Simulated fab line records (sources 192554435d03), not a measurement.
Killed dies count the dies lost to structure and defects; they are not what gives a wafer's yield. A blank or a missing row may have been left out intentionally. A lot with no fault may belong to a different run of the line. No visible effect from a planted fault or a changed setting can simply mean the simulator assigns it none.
Chamber matching + flow n5Finfet + 4 sister chambers for N5_SD_EPI_N_ETCH_34 on rieDiel-01
The step etches SiARC in CF4, target depth 45.5 nm, time 75.8 s. 14 wafers are shown with their chamber, then 7 later ones without.

WAFERS PAIRED WITH THEIR CHAMBERS
| wafer  | chamber | showerheadPlenumPTorr (Torr) | drypumpMotorCurrentA (A) | oesProductAu (a.u.) |
|--------|---------|------------------------------|--------------------------|---------------------|
| L074.1 | 1       | 2.27                         | 5.56                     | 0.78                |
| L074.4 | 3       | 2.13                         | 5.84                     | 0.60                |
| L074.6 | 2       | 2.15                         | 5.64                     | 0.66                |
| L076.2 | 1       | 2.27                         | 5.56                     | 0.78                |
| L076.4 | 3       | 2.13                         | 5.87                     | 0.60                |
| L076.6 | 1       | 2.26                         | 5.54                     | 0.78                |
| L087.1 | 1       | 2.26                         | 5.56                     | 0.75                |
| L087.2 | 3       | 2.13                         | 5.85                     | 0.59                |
| L087.6 | 2       | 2.14                         | 5.65                     | 0.64                |
| L092.1 | 0       | 2.09                         | 5.76                     | 0.72                |
| L092.2 | 3       | 2.12                         | 5.84                     | 0.58                |
| L092.3 | 2       | 2.14                         | 5.64                     | 0.64                |
| L092.4 | 1       | 2.25                         | 5.52                     | 0.73                |
| L092.5 | 0       | 2.09                         | 5.73                     | 0.72                |

SIGNATURES (averages over the wafers above)
| reading               | chamber 0 | chamber 1 | chamber 2 | chamber 3 | scatter within a chamber |
|-----------------------|-----------|-----------|-----------|-----------|--------------------------|
| showerheadPlenumPTorr | 2.0900    | 2.2620    | 2.1433    | 2.1275    | 0.00649                  |
| drypumpMotorCurrentA  | 5.7450    | 5.5480    | 5.6433    | 5.8500    | 0.0155                   |
| oesProductAu          | 0.7200    | 0.7640    | 0.6467    | 0.5925    | 0.0163                   |
Rule: a wafer lies at a distance from a chamber equal to the root of the sum of squares, over the readings, of (its reading less the chamber's mean, divided by the reading's scatter). If the next closest chamber is less than 2 further off than the closest, the wafer can't be placed; otherwise it belongs to the closest. The scatter is the square root of a quotient: the sum, over the shown wafers, of each reading's squared deviation from its chamber's mean, divided by wafers minus chambers.

WAFERS WITHOUT THEIR CHAMBER
| wafer  | showerheadPlenumPTorr (Torr) | drypumpMotorCurrentA (A) | oesProductAu (a.u.) |
|--------|------------------------------|--------------------------|---------------------|
| L092.6 | 2.12                         | 5.86                     | 0.58                |
| L094.2 | 2.25                         | 5.54                     | 0.72                |
| L094.3 | 2.14                         | 5.65                     | 0.63                |
| L094.4 | 2.12                         | 5.87                     | 0.57                |
| L096.1 | 2.14                         | 5.64                     | 0.62                |
| L096.2 | 2.12                         | 5.87                     | 0.57                |
| L096.5 | 2.09                         | 5.75                     | 0.72                |

WHICH CHAMBER EACH WENT THROUGH
| wafer  | from the rows above | in truth |
|--------|---------------------|----------|
| L092.6 | 3                   | 3        |
| L094.2 | 1                   | 1        |
| L094.3 | 2                   | 2        |
| L094.4 | 3                   | 3        |
| L096.1 | 2                   | 2        |
| L096.2 | 3                   | 3        |
| L096.5 | 0                   | 0        |
Placed correctly: 7 of 7. From these rows, 0 cannot be placed. Number placed wrongly: 0.
